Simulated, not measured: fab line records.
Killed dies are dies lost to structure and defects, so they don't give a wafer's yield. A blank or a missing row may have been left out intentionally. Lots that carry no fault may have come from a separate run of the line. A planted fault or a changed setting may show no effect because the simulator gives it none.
Chamber matching :: flow n5_finfet :: N5_STI_FIN_REVEAL_ALD_14 on ald_sin-03 has 4 sister chambers
The step deposits Si3N4, target thk 3 nm. 20 wafers are shown with their chamber, then 10 later ones without.

== WAFERS, EACH WITH ITS CHAMBER ==
wafer: L074.2
chamber: 2
heater_power_w (W): 1037
susceptor_temp_C (C): 399.72

wafer: L074.5
chamber: 3
heater_power_w (W): 704
susceptor_temp_C (C): 399.95

wafer: L074.6
chamber: 2
heater_power_w (W): 1065
susceptor_temp_C (C): 399.88

wafer: L075.2
chamber: 3
heater_power_w (W): 696
susceptor_temp_C (C): 399.82

wafer: L075.3
chamber: 2
heater_power_w (W): 1028
susceptor_temp_C (C): 400.22

wafer: L075.4
chamber: 1
heater_power_w (W): 823
susceptor_temp_C (C): 399.85

wafer: L077.1
chamber: 3
heater_power_w (W): 693
susceptor_temp_C (C): 399.42

wafer: L077.2
chamber: 0
heater_power_w (W): 792
susceptor_temp_C (C): 399.79

wafer: L077.5
chamber: 3
heater_power_w (W): 706
susceptor_temp_C (C): 399.64

wafer: L086.1
chamber: 1
heater_power_w (W): 810
susceptor_temp_C (C): 399.88

wafer: L086.4
chamber: 0
heater_power_w (W): 811
susceptor_temp_C (C): 400.02

wafer: L086.6
chamber: 2
heater_power_w (W): 1089
susceptor_temp_C (C): 399.96

wafer: L089.2
chamber: 0
heater_power_w (W): 831
susceptor_temp_C (C): 400.35

wafer: L089.4
chamber: 3
heater_power_w (W): 700
susceptor_temp_C (C): 400.45

wafer: L089.5
chamber: 1
heater_power_w (W): 848
susceptor_temp_C (C): 400.24

wafer: L090.1
chamber: 0
heater_power_w (W): 825
susceptor_temp_C (C): 400.10

wafer: L090.4
chamber: 1
heater_power_w (W): 829
susceptor_temp_C (C): 400.22

wafer: L090.5
chamber: 3
heater_power_w (W): 714
susceptor_temp_C (C): 399.92

wafer: L091.1
chamber: 1
heater_power_w (W): 837
susceptor_temp_C (C): 399.78

wafer: L091.4
chamber: 0
heater_power_w (W): 814
susceptor_temp_C (C): 399.86

SIGNATURES (means of the wafers above)
reading: heater_power_w
chamber 0: 814.60
chamber 1: 829.40
chamber 2: 1054.75
chamber 3: 702.17
scatter within a chamber: 16.4

reading: susceptor_temp_C
chamber 0: 400.0240
chamber 1: 399.9940
chamber 2: 399.9450
chamber 3: 399.8667
scatter within a chamber: 0.264
Rule: a wafer's distance from a chamber is the root of the sum, over the readings, of the square of ((its reading less the chamber's mean) divided by the reading's scatter). If the next closest chamber is less than 2 further off than the closest, the wafer can't be placed; otherwise it belongs to the closest. How the scatter is found: for the shown wafers, subtract from each reading the mean of its chamber, square and add these, divide the total by (wafers less chambers), then take the root.

== WAFERS WITH NO CHAMBER GIVEN ==
wafer: L091.6
heater_power_w (W): 836
susceptor_temp_C (C): 399.96

wafer: L093.1
heater_power_w (W): 703
susceptor_temp_C (C): 400.16

wafer: L093.3
heater_power_w (W): 809
susceptor_temp_C (C): 399.51

wafer: L093.5
heater_power_w (W): 830
susceptor_temp_C (C): 400.35

wafer: L096.1
heater_power_w (W): 1043
susceptor_temp_C (C): 399.76

wafer: L096.2
heater_power_w (W): 869
susceptor_temp_C (C): 399.93

wafer: L096.3
heater_power_w (W): 814
susceptor_temp_C (C): 400.16

wafer: L097.4
heater_power_w (W): 1047
susceptor_temp_C (C): 400.02

wafer: L097.5
heater_power_w (W): 836
susceptor_temp_C (C): 400.03

wafer: L097.6
heater_power_w (W): 1084
susceptor_temp_C (C): 400.21

== CHAMBER TAKEN BY EACH ==
wafer: L091.6
from the rows above: can't be placed: 1 or 0
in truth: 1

wafer: L093.1
from the rows above: 3
in truth: 3

wafer: L093.3
from the rows above: can't be placed: 0 or 1
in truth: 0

wafer: L093.5
from the rows above: can't be placed: 1 or 0
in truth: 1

wafer: L096.1
from the rows above: 2
in truth: 2

wafer: L096.2
from the rows above: can't be placed: 1 or 0
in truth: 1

wafer: L096.3
from the rows above: can't be placed: 0 or 1
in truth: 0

wafer: L097.4
from the rows above: 2
in truth: 2

wafer: L097.5
from the rows above: can't be placed: 1 or 0
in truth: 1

wafer: L097.6
from the rows above: 2
in truth: 2
Correct placement for 4 of the 10. These rows do not allow placing 6 (true chamber among the candidates in 6). Wrongly placed: 0.
